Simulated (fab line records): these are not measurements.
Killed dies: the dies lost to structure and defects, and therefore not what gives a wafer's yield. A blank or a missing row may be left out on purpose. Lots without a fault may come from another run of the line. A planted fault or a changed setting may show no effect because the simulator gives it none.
The tool behind it: which one? :: flow n5Finfet :: Sampling: 8 lots, 24 wafers, 5 of 1938 route steps

## WHAT THE GAUGES SHOWED, per wafer
N5_SD_ACTIVATION_INSPECT_02: inspects for defects (darkfield). Usual: rawDefectCount 183, standard deviation 36.
lot: L508
measured: day 3 21:40
on: defectInspect-02
rawDefectCount: 164 162 162
flag: 

lot: L514
measured: day 5 14:44
on: defectInspect-02
rawDefectCount: 245 187 246
flag: 

lot: L515
measured: day 5 18:46
on: defectInspect-01
rawDefectCount: 138 206 178
flag: 

lot: L520
measured: day 6 22:22
on: defectInspect-01
rawDefectCount: 184 202 177
flag: 

lot: L522
measured: day 7 09:48
on: defectInspect-01
rawDefectCount: 148 171 175
flag: 

lot: L523
measured: day 7 16:19
on: defectInspect-02
rawDefectCount: 197 178 175
flag: 

lot: L526
measured: day 8 08:51
on: defectInspect-01
rawDefectCount: 192 193 173
flag: 

lot: L529
measured: day 9 10:18
on: defectInspect-01
rawDefectCount: 176 189 169
flag: 

N5_BEOL_M4_RC_MEAS_101. Usual: DIBL_N 36.4 mV/V, standard deviation 1.4; DIBL_P 36.3 mV/V, standard deviation 1.8; IOFF_N 0.163 nA/um, standard deviation 0.024; IOFF_N_85C 3.2 nA/um, standard deviation 0.4; IOFF_N_LIN 0.075 nA/um, standard deviation 0.0093; IOFF_N_LONG 5.66e-05 nA/um, standard deviation 2.1e-06; IOFF_P 0.21 nA/um, standard deviation 0.034; IOFF_P_85C 3.7 nA/um, standard deviation 0.49; IOFF_P_LIN 0.102 nA/um, standard deviation 0.013; ION_N 673 uA/um, standard deviation 11; ION_P 461 uA/um, standard deviation 7.4; REXT_N 75.0 ohm.um, standard deviation 1.9; REXT_P 101.0 ohm.um, standard deviation 2.2; SS_N 71.6 mV/dec, standard deviation 0.52; SS_P 73.3 mV/dec, standard deviation 0.58; VT_N 249.4 mV, standard deviation 2.5; VT_N_LVT 98.3 mV, standard deviation 2.7; VT_P -250 mV, standard deviation 3.5; VT_P_LVT -98.3 mV, standard deviation 2.7.
lot: L508
measured: day 8 07:10
on: prober-01
DIBL_N (mV/V): 37.2 37.2 37.5
DIBL_P (mV/V): 38.0 37.4 38.2
IOFF_N (nA/um): 0.170 0.169 0.181
IOFF_N_85C (nA/um): 3.4 3.4 3.6
IOFF_N_LIN (nA/um): 0.078 0.076 0.079
IOFF_N_LONG (nA/um): 5.56e-05 5.54e-05 5.59e-05
IOFF_P (nA/um): 0.25 0.24 0.24
IOFF_P_85C (nA/um): 4.2 4.0 4.1
IOFF_P_LIN (nA/um): 0.114 0.111 0.113
ION_N (uA/um): 663 668 666
ION_P (uA/um): 456 462 459
REXT_N (ohm.um): 76.1 76.7 76.4
REXT_P (ohm.um): 101.1 99.7 100.4
SS_N (mV/dec): 71.9 71.2 71.9
SS_P (mV/dec): 73.8 73.4 73.8
VT_N (mV): 245.9 249.0 246.9
VT_N_LVT (mV): 99.1 98.6 97.7
VT_P (mV): -246 -248 -248
VT_P_LVT (mV): -97.3 -97.1 -96.7
flag: 

lot: L514
measured: day 9 20:26
on: prober-02
DIBL_N (mV/V): 36.0 35.0 36.5
DIBL_P (mV/V): 36.8 35.7 37.7
IOFF_N (nA/um): 0.169 0.145 0.174
IOFF_N_85C (nA/um): 3.3 2.9 3.3
IOFF_N_LIN (nA/um): 0.077 0.069 0.081
IOFF_N_LONG (nA/um): 5.53e-05 5.59e-05 5.62e-05
IOFF_P (nA/um): 0.23 0.21 0.26
IOFF_P_85C (nA/um): 4.0 3.7 4.4
IOFF_P_LIN (nA/um): 0.109 0.103 0.120
ION_N (uA/um): 665 666 680
ION_P (uA/um): 461 457 475
REXT_N (ohm.um): 75.2 75.4 75.8
REXT_P (ohm.um): 103.6 103.0 102.5
SS_N (mV/dec): 72.1 71.0 71.9
SS_P (mV/dec): 73.5 73.2 73.9
VT_N (mV): 248.2 248.0 247.9
VT_N_LVT (mV): 97.1 101.0 97.1
VT_P (mV): -247 -249 -244
VT_P_LVT (mV): -95.9 -98.0 -94.9
flag: 

lot: L515
measured: day 10 09:15
on: prober-01
DIBL_N (mV/V): 36.0 34.4 35.0
DIBL_P (mV/V): 35.9 34.8 34.5
IOFF_N (nA/um): 0.159 0.137 0.145
IOFF_N_85C (nA/um): 3.1 2.7 2.9
IOFF_N_LIN (nA/um): 0.068 0.064 0.064
IOFF_N_LONG (nA/um): 5.53e-05 5.38e-05 5.47e-05
IOFF_P (nA/um): 0.20 0.18 0.18
IOFF_P_85C (nA/um): 3.4 3.2 3.2
IOFF_P_LIN (nA/um): 0.094 0.090 0.089
ION_N (uA/um): 652 651 659
ION_P (uA/um): 450 451 446
REXT_N (ohm.um): 78.1 77.6 78.1
REXT_P (ohm.um): 104.4 105.1 104.5
SS_N (mV/dec): 72.2 70.9 71.7
SS_P (mV/dec): 73.1 72.5 73.3
VT_N (mV): 250.4 252.9 254.1
VT_N_LVT (mV): 101.4 101.7 101.3
VT_P (mV): -250 -254 -253
VT_P_LVT (mV): -98.2 -99.6 -100.5
flag: 

lot: L520
measured: day 11 17:55
on: prober-01
DIBL_N (mV/V): 48.6 49.3 52.4
DIBL_P (mV/V): 39.5 38.9 41.5
IOFF_N (nA/um): 0.614 0.653 0.913
IOFF_N_85C (nA/um): 9.7 10.2 13.5
IOFF_N_LIN (nA/um): 0.208 0.194 0.237
IOFF_N_LONG (nA/um): 6.48e-05 6.56e-05 6.55e-05
IOFF_P (nA/um): 0.32 0.31 0.37
IOFF_P_85C (nA/um): 5.2 5.0 5.9
IOFF_P_LIN (nA/um): 0.138 0.133 0.150
ION_N (uA/um): 763 737 759
ION_P (uA/um): 484 482 481
REXT_N (ohm.um): 62.1 62.9 63.1
REXT_P (ohm.um): 93.9 93.1 94.5
SS_N (mV/dec): 75.0 74.8 76.8
SS_P (mV/dec): 74.0 73.8 74.9
VT_N (mV): 227.9 232.5 226.8
VT_N_LVT (mV): 76.3 79.1 76.1
VT_P (mV): -240 -240 -239
VT_P_LVT (mV): -90.3 -91.9 -90.6
flag: OFF

lot: L522
measured: day 11 21:12
on: prober-02
DIBL_N (mV/V): 37.7 35.0 35.7
DIBL_P (mV/V): 35.9 33.7 33.7
IOFF_N (nA/um): 0.174 0.124 0.138
IOFF_N_85C (nA/um): 3.4 2.5 2.8
IOFF_N_LIN (nA/um): 0.074 0.060 0.064
IOFF_N_LONG (nA/um): 5.57e-05 5.59e-05 5.58e-05
IOFF_P (nA/um): 0.21 0.17 0.17
IOFF_P_85C (nA/um): 3.6 3.1 3.1
IOFF_P_LIN (nA/um): 0.098 0.085 0.086
ION_N (uA/um): 663 661 653
ION_P (uA/um): 451 455 448
REXT_N (ohm.um): 76.8 76.1 77.0
REXT_P (ohm.um): 100.0 100.8 101.8
SS_N (mV/dec): 72.5 71.4 71.8
SS_P (mV/dec): 73.4 73.3 72.7
VT_N (mV): 252.2 254.1 252.6
VT_N_LVT (mV): 100.3 103.2 101.0
VT_P (mV): -249 -250 -256
VT_P_LVT (mV): -99.4 -102.6 -101.9
flag: 

lot: L523
measured: day 12 02:36
on: prober-01
DIBL_N (mV/V): 36.4 34.9 35.2
DIBL_P (mV/V): 37.2 35.6 36.2
IOFF_N (nA/um): 0.175 0.147 0.153
IOFF_N_85C (nA/um): 3.4 3.0 3.0
IOFF_N_LIN (nA/um): 0.081 0.073 0.074
IOFF_N_LONG (nA/um): 5.67e-05 5.7e-05 5.71e-05
IOFF_P (nA/um): 0.22 0.19 0.19
IOFF_P_85C (nA/um): 3.9 3.4 3.5
IOFF_P_LIN (nA/um): 0.104 0.092 0.094
ION_N (uA/um): 676 683 682
ION_P (uA/um): 461 465 468
REXT_N (ohm.um): 74.8 75.4 75.1
REXT_P (ohm.um): 98.5 98.7 97.9
SS_N (mV/dec): 71.5 70.5 70.8
SS_P (mV/dec): 73.4 72.6 72.1
VT_N (mV): 248.3 248.1 249.0
VT_N_LVT (mV): 96.6 96.8 97.5
VT_P (mV): -248 -251 -251
VT_P_LVT (mV): -97.4 -99.4 -98.5
flag: 

lot: L526
measured: day 12 22:25
on: prober-01
DIBL_N (mV/V): 57.1 54.0 53.4
DIBL_P (mV/V): 42.7 41.3 40.9
IOFF_N (nA/um): 1.243 0.897 0.794
IOFF_N_85C (nA/um): 17.4 13.1 11.9
IOFF_N_LIN (nA/um): 0.242 0.230 0.212
IOFF_N_LONG (nA/um): 6.13e-05 6.21e-05 6.07e-05
IOFF_P (nA/um): 0.39 0.37 0.35
IOFF_P_85C (nA/um): 6.1 5.8 5.5
IOFF_P_LIN (nA/um): 0.168 0.162 0.153
ION_N (uA/um): 744 761 742
ION_P (uA/um): 476 485 481
REXT_N (ohm.um): 62.5 62.4 62.7
REXT_P (ohm.um): 92.1 91.2 92.5
SS_N (mV/dec): 80.0 76.9 76.8
SS_P (mV/dec): 74.7 74.3 74.0
VT_N (mV): 231.2 229.6 229.7
VT_N_LVT (mV): 80.0 80.7 81.7
VT_P (mV): -238 -239 -240
VT_P_LVT (mV): -91.7 -91.2 -91.6
flag: OFF

lot: L529
measured: day 13 18:05
on: prober-01
DIBL_N (mV/V): 37.4 40.3 36.6
DIBL_P (mV/V): 35.5 38.7 33.9
IOFF_N (nA/um): 0.158 0.217 0.146
IOFF_N_85C (nA/um): 3.1 4.0 2.9
IOFF_N_LIN (nA/um): 0.075 0.095 0.067
IOFF_N_LONG (nA/um): 5.94e-05 5.89e-05 5.83e-05
IOFF_P (nA/um): 0.23 0.30 0.22
IOFF_P_85C (nA/um): 4.1 5.0 3.8
IOFF_P_LIN (nA/um): 0.113 0.136 0.107
ION_N (uA/um): 674 691 656
ION_P (uA/um): 466 465 458
REXT_N (ohm.um): 69.7 70.0 69.8
REXT_P (ohm.um): 96.9 97.3 98.1
SS_N (mV/dec): 71.0 72.4 71.6
SS_P (mV/dec): 73.2 73.9 72.1
VT_N (mV): 249.3 245.3 254.2
VT_N_LVT (mV): 98.9 94.3 101.8
VT_P (mV): -247 -242 -247
VT_P_LVT (mV): -95.2 -92.6 -96.7
flag: 

## WHICH TOOL RAN EACH LOT (tool, then ch and the chambers of the sampled wafers, then the start)
lot: L508
N5_SD_EPI_P_DESCUM_14: rieDiel-01 ch 0,2, day 3 16:21
N5_SD_ACTIVATION_RTA_00: rtpAnneal-02 ch 0, day 3 20:56
N5_ILD0_CMP_07: cmp-02 ch 2,3, day 4 00:23

lot: L514
N5_SD_EPI_P_DESCUM_14: rieDiel-02 ch 0,2, day 5 08:17
N5_SD_ACTIVATION_RTA_00: rtpAnneal-01 ch 0, day 5 14:01
N5_ILD0_CMP_07: cmp-02 ch 0,2,3, day 5 17:27

lot: L515
N5_SD_EPI_P_DESCUM_14: rieDiel-01 ch 1,2,3, day 5 14:16
N5_SD_ACTIVATION_RTA_00: rtpAnneal-01 ch 0, day 5 18:06
N5_ILD0_CMP_07: cmp-02 ch 1,2, day 5 21:31

lot: L520
N5_SD_EPI_P_DESCUM_14: rieDiel-01 ch 0,1, day 6 17:02
N5_SD_ACTIVATION_RTA_00: rtpAnneal-01 ch 0, day 6 21:37
N5_ILD0_CMP_07: cmp-03 ch 0,2,3, day 7 01:05

lot: L522
N5_SD_EPI_P_DESCUM_14: rieDiel-02 ch 0,3, day 7 05:10
N5_SD_ACTIVATION_RTA_00: rtpAnneal-02 ch 0, day 7 09:06
N5_ILD0_CMP_07: cmp-02 ch 1,2,3, day 7 12:50

lot: L523
N5_SD_EPI_P_DESCUM_14: rieDiel-05 ch 0,1,3, day 7 11:50
N5_SD_ACTIVATION_RTA_00: rtpAnneal-02 ch 0, day 7 15:35
N5_ILD0_CMP_07: cmp-03 ch 0,1,3, day 7 19:05

lot: L526
N5_SD_EPI_P_DESCUM_14: rieDiel-02 ch 0,1,2, day 8 04:23
N5_SD_ACTIVATION_RTA_00: rtpAnneal-01 ch 0, day 8 08:08
N5_ILD0_CMP_07: cmp-03 ch 0,1,2, day 8 12:49

lot: L529
N5_SD_EPI_P_DESCUM_14: rieDiel-05 ch 0,2, day 9 04:12
N5_SD_ACTIVATION_RTA_00: rtpAnneal-02 ch 0, day 9 07:59
N5_ILD0_CMP_07: cmp-01 ch 0,2, day 9 13:24
- N5_SD_EPI_P_DESCUM_14: chemistry O2, time 7.9 s.
- N5_SD_ACTIVATION_RTA_00: time 0 s.
- N5_ILD0_CMP_07: polishes SiO2 flowable, stops on poly-Si, t overpolish 1.18 s, target thk 138.88 nm.

## AS READ BY THE TOOLS THEMSELVES (means over the sampled wafers that have a number; for cases with no such wafer, the mark the record gives instead)
N5_SD_EPI_P_DESCUM_14. Usual: biasPowerW 20.00 W, standard deviation 0.062; drypumpMotorCurrentA 5.9 A, standard deviation 0.34; oesProductAu 0.76 a.u., standard deviation 0.071; rfVppV 243.5 V, standard deviation 1; showerheadPlenumPTorr 2.11 Torr, standard deviation 0.046; throttleValvePct 20.45 %, standard deviation 0.21.
lot: L508
tool: rieDiel-01
biasPowerW (W): 20.02
drypumpMotorCurrentA (A): 5.8
oesProductAu (a.u.): 0.70
rfVppV (V): 243.4
showerheadPlenumPTorr (Torr): 2.17
throttleValvePct (%): 20.56
flag: 

lot: L514
tool: rieDiel-02
biasPowerW (W): 20.03
drypumpMotorCurrentA (A): 5.7
oesProductAu (a.u.): 0.79
rfVppV (V): 243.4
showerheadPlenumPTorr (Torr): 2.13
throttleValvePct (%): 20.44
flag: 

lot: L515
tool: rieDiel-01
biasPowerW (W): 19.99
drypumpMotorCurrentA (A): 5.7
oesProductAu (a.u.): 0.74
rfVppV (V): 243.4
showerheadPlenumPTorr (Torr): 2.08
throttleValvePct (%): 20.56
flag: 

lot: L520
tool: rieDiel-01
biasPowerW (W): 19.96
drypumpMotorCurrentA (A): 6.0
oesProductAu (a.u.): 0.69
rfVppV (V): 242.9
showerheadPlenumPTorr (Torr): 2.09
throttleValvePct (%): 20.35
flag: 

lot: L522
tool: rieDiel-02
biasPowerW (W): 20.10
drypumpMotorCurrentA (A): 5.5
oesProductAu (a.u.): 0.79
rfVppV (V): 244.0
showerheadPlenumPTorr (Torr): 2.11
throttleValvePct (%): 20.26
flag: 

lot: L523
tool: rieDiel-05
biasPowerW (W): 19.98
drypumpMotorCurrentA (A): 6.0
oesProductAu (a.u.): 0.83
rfVppV (V): 243.2
showerheadPlenumPTorr (Torr): 2.14
throttleValvePct (%): 20.34
flag: 

lot: L526
tool: rieDiel-02
biasPowerW (W): 20.03
drypumpMotorCurrentA (A): 6.0
oesProductAu (a.u.): 0.85
rfVppV (V): 243.1
showerheadPlenumPTorr (Torr): 2.11
throttleValvePct (%): 20.47
flag: 

lot: L529
tool: rieDiel-05
biasPowerW (W): 20.06
drypumpMotorCurrentA (A): 5.7
oesProductAu (a.u.): 0.83
rfVppV (V): 243.4
showerheadPlenumPTorr (Torr): 2.13
throttleValvePct (%): 20.45
flag: 

N5_SD_ACTIVATION_RTA_00. Usual: lampPowerPct 8.95 %, standard deviation 0.056; lamp_zone_1_pct 8.954 %, standard deviation 0.026; lamp_zone_2_pct 8.96 %, standard deviation 0.03; lamp_zone_3_pct 8.949 %, standard deviation 0.029; lamp_zone_4_pct 8.952 %, standard deviation 0.025; lamp_zone_5_pct 8.953 %, standard deviation 0.028; lamp_zone_6_pct 8.883 %, standard deviation 0.027; lamp_zone_7_pct 9.35 %, standard deviation 0.031; wafer_temp_C_max 975.1, standard deviation 1.8.
lot: L508
tool: rtpAnneal-02
lampPowerPct (%): 8.97
lamp_zone_1_pct (%): 8.949
lamp_zone_2_pct (%): 8.93
lamp_zone_3_pct (%): 8.980
lamp_zone_4_pct (%): 8.959
lamp_zone_5_pct (%): 8.959
lamp_zone_6_pct (%): 8.865
lamp_zone_7_pct (%): 9.35
wafer_temp_C_max: 975.8
flag: 

lot: L514
tool: rtpAnneal-01
lampPowerPct (%): 8.92
lamp_zone_1_pct (%): 8.930
lamp_zone_2_pct (%): 8.94
lamp_zone_3_pct (%): 8.928
lamp_zone_4_pct (%): 8.960
lamp_zone_5_pct (%): 8.942
lamp_zone_6_pct (%): 8.864
lamp_zone_7_pct (%): 9.32
wafer_temp_C_max: 974.0
flag: 

lot: L515
tool: rtpAnneal-01
lampPowerPct (%): 8.97
lamp_zone_1_pct (%): 8.975
lamp_zone_2_pct (%): 8.94
lamp_zone_3_pct (%): 8.982
lamp_zone_4_pct (%): 8.979
lamp_zone_5_pct (%): 8.946
lamp_zone_6_pct (%): 8.877
lamp_zone_7_pct (%): 9.33
wafer_temp_C_max: 975.4
flag: 

lot: L520
tool: rtpAnneal-01
lampPowerPct (%): 9.39
lamp_zone_1_pct (%): 9.397
lamp_zone_2_pct (%): 9.36
lamp_zone_3_pct (%): 9.390
lamp_zone_4_pct (%): 9.386
lamp_zone_5_pct (%): 9.399
lamp_zone_6_pct (%): 9.306
lamp_zone_7_pct (%): 9.82
wafer_temp_C_max: 974.9
flag: OFF

lot: L522
tool: rtpAnneal-02
lampPowerPct (%): 8.96
lamp_zone_1_pct (%): 8.975
lamp_zone_2_pct (%): 8.97
lamp_zone_3_pct (%): 8.964
lamp_zone_4_pct (%): 8.963
lamp_zone_5_pct (%): 8.965
lamp_zone_6_pct (%): 8.912
lamp_zone_7_pct (%): 9.33
wafer_temp_C_max: 975.0
flag: 

lot: L523
tool: rtpAnneal-02
lampPowerPct (%): 8.99
lamp_zone_1_pct (%): 8.966
lamp_zone_2_pct (%): 8.95
lamp_zone_3_pct (%): 8.946
lamp_zone_4_pct (%): 8.952
lamp_zone_5_pct (%): 8.949
lamp_zone_6_pct (%): 8.876
lamp_zone_7_pct (%): 9.34
wafer_temp_C_max: 975.7
flag: 

lot: L526
tool: rtpAnneal-01
lampPowerPct (%): 9.36
lamp_zone_1_pct (%): 9.398
lamp_zone_2_pct (%): 9.43
lamp_zone_3_pct (%): 9.428
lamp_zone_4_pct (%): 9.406
lamp_zone_5_pct (%): 9.384
lamp_zone_6_pct (%): 9.343
lamp_zone_7_pct (%): 9.85
wafer_temp_C_max: 974.0
flag: OFF

lot: L529
tool: rtpAnneal-02
lampPowerPct (%): 8.94
lamp_zone_1_pct (%): 8.929
lamp_zone_2_pct (%): 8.97
lamp_zone_3_pct (%): 8.952
lamp_zone_4_pct (%): 8.945
lamp_zone_5_pct (%): 8.943
lamp_zone_6_pct (%): 8.853
lamp_zone_7_pct (%): 9.36
wafer_temp_C_max: 977.0
flag: 

N5_ILD0_CMP_07. Usual: motorCurrentA 12.2 A, standard deviation 0.94.
lot: L508
tool: cmp-02
motorCurrentA (A): 12.0
flag: 

lot: L514
tool: cmp-02
motorCurrentA (A): 12.2
flag: 

lot: L515
tool: cmp-02
motorCurrentA (A): 11.7
flag: 

lot: L520
tool: cmp-03
motorCurrentA (A): 11.7
flag: 

lot: L522
tool: cmp-02
motorCurrentA (A): 11.8
flag: 

lot: L523
tool: cmp-03
motorCurrentA (A): 11.6
flag: 

lot: L526
tool: cmp-03
motorCurrentA (A): 11.5
flag: 

lot: L529
tool: cmp-01
motorCurrentA (A): 13.3
flag: 

## THE ANSWER, worked out from the rows above alone
Rule: a lot is off if the mean of its wafers that have a number lies more than 3 standard deviations from the usual mean. Also off: a lot with no number at a reading for which 4 or more lots have one. The other lots that the step has rows for count as sound. After the gauges, taken in route order, come the tools' own readings; for these a lot's mean is taken, as printed above. At the first step where some lot is off, the reading lying furthest off is the one used; lots without a number count as furthest.
Off: L520, L526, seen at N5_BEOL_M4_RC_MEAS_101 (IOFF_N).
A tool fits if, at a process step before that reading, it ran every lot that is off, and no sound lot after the first of them. Not tried: the gauges at N5_BEOL_M4_RC_MEAS_101; whatever is off there is also off at N5_SD_ACTIVATION_RTA_00, on other tools, and gauge error can't account for it. One fits: N5_SD_ACTIVATION_RTA_00 on rtpAnneal-01. A fault onset in the window from L515 (day 5 18:06, its last sound lot) to L520 (day 6 21:37, its first lot off) fits.
The tool's own readings at N5_SD_ACTIVATION_RTA_00 bear it out: on the lots that are off they differ by more than 5 times the standard deviation of the sound lots' means. lampPowerPct reads 9.38 % there against 8.96 % on the sound lots; lamp_zone_1_pct reads 9.398 % there against 8.954 % on the sound lots; lamp_zone_2_pct reads 9.39 % there against 8.95 % on the sound lots; lamp_zone_3_pct reads 9.409 % there against 8.959 % on the sound lots; lamp_zone_4_pct reads 9.396 % there against 8.960 % on the sound lots; lamp_zone_5_pct reads 9.392 % there against 8.951 % on the sound lots; lamp_zone_6_pct reads 9.325 % there against 8.875 % on the sound lots; lamp_zone_7_pct reads 9.84 % there against 9.34 % on the sound lots.

## WHAT HAD BEEN PUT IN BY THE SIMULATOR
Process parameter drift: rtpAnneal-01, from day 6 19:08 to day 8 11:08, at N5_SD_ACTIVATION_RTA_00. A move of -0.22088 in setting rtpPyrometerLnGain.
Struck lots among those shown: L520, L526. The rule above found the same.
